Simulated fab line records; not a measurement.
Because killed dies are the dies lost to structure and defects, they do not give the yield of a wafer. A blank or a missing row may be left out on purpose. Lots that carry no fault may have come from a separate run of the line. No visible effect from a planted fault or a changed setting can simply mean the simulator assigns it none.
One fault through the eyes of 3 desks || flow n5Finfet || each desk has only its own numbers; what lay behind them comes last

## DESK OF THE TOOL OWNER: rieDiel-04
The tool's own readings at N5_BEOL_M8_TRENCH_ETCH_37 (etches SiCOH lowk in C4F6/O2, target depth 93.478 nm, time 31.2 s): means of the sampled wafers that have a number, for each lot that ran on this tool. If a lot's mean is further than 4 standard deviations from the usual mean, the lot is out of limits and carries the mark OUT (the distance appears in the brackets).
Columns: A = drypumpMotorCurrentA at N5_BEOL_M8_TRENCH_ETCH_37, usual 5.7 A; B = oesProductAu at N5_BEOL_M8_TRENCH_ETCH_37, usual 0.81 a.u.; C = rfVppV at N5_BEOL_M8_TRENCH_ETCH_37, usual 660 V; D = runLengthS at N5_BEOL_M8_TRENCH_ETCH_37, usual 54.3 s; E = showerheadPlenumPTorr at N5_BEOL_M8_TRENCH_ETCH_37, usual 2.83 Torr; F = throttleValvePct at N5_BEOL_M8_TRENCH_ETCH_37, usual 20.77 %
{"lot": "L942", "first seen here": "day 9 00:46", "A": 5.4, "B": 0.71, "C": 652, "D": 54.1, "E": 2.78, "F": 20.61}
{"lot": "L950", "first seen here": "day 11 06:50", "A": 5.4, "B": 0.69, "C": 651, "D": 54.0, "E": 2.77, "F": 20.66}
{"lot": "L951", "first seen here": "day 11 12:35", "A": 5.5, "B": 0.87, "C": 660, "D": 54.0, "E": 2.89, "F": 20.65}
{"lot": "L952", "first seen here": "day 12 17:38", "A": 5.4, "B": 0.80, "C": 656, "D": 53.2, "E": 2.84, "F": 20.60}
{"lot": "L962", "first seen here": "day 15 09:04", "A": 5.4, "B": 0.78, "C": 657, "D": 54.0, "E": 2.83, "F": 20.63}
Result from this desk: across the 5 lots, nothing is out of limits.

## AT THE METROLOGY DESK
Lot by lot, what the gauges showed, no matter which tool ran the lot: averages of those sampled wafers that carry a number. If a lot's mean is further than 4 standard deviations from the usual mean, the lot is out of limits and carries the mark OUT (the distance appears in the brackets).
Columns: A = cdNm at N5_BEOL_M8_CD_MEAS_28, usual 40.05 nm; B = V7_OVL at N5_BEOL_M8_OVL_MEAS_29, usual 0.1 nm
{"lot": "L942", "first seen here": "day 9 00:22", "A": 40.16, "B": 0.7}
{"lot": "L950", "first seen here": "day 11 06:26", "A": 40.10, "B": -0.2}
{"lot": "L951", "first seen here": "day 11 12:11", "A": 39.99, "B": 0.4}
{"lot": "L952", "first seen here": "day 12 17:14", "A": 39.80, "B": -0.2}
{"lot": "L960", "first seen here": "day 14 08:08", "A": 39.89, "B": -0.2}
{"lot": "L962", "first seen here": "day 15 08:22", "A": 40.15, "B": -0.3}
Result from this desk: across the 6 lots, nothing is out of limits.

## THE DEFECT DESK
For each lot, the counts of the inspections along the route, averaged over the sampled wafers that have a number. If a lot's mean is further than 4 standard deviations from the usual mean, the lot is out of limits and carries the mark OUT (the distance appears in the brackets).
Columns: A = rawDefectCount at N5_BEOL_M8_INSPECT_30, usual 402
{"lot": "L942", "first seen here": "day 9 00:27", "A": 325}
{"lot": "L950", "first seen here": "day 11 06:31", "A": 404}
{"lot": "L951", "first seen here": "day 11 12:17", "A": 342}
{"lot": "L952", "first seen here": "day 12 17:20", "A": 342}
{"lot": "L960", "first seen here": "day 14 08:14", "A": 347}
{"lot": "L962", "first seen here": "day 15 08:28", "A": 475}
Result from this desk: across the 6 lots, nothing is out of limits.

## TAKEN TOGETHER
The tool owner's desk saw nothing out of limits.
Metrology desk: nothing out of limits seen.
Nothing the defect desk looked at was out of limits.

## WHAT HAD BEEN PUT IN BY THE SIMULATOR
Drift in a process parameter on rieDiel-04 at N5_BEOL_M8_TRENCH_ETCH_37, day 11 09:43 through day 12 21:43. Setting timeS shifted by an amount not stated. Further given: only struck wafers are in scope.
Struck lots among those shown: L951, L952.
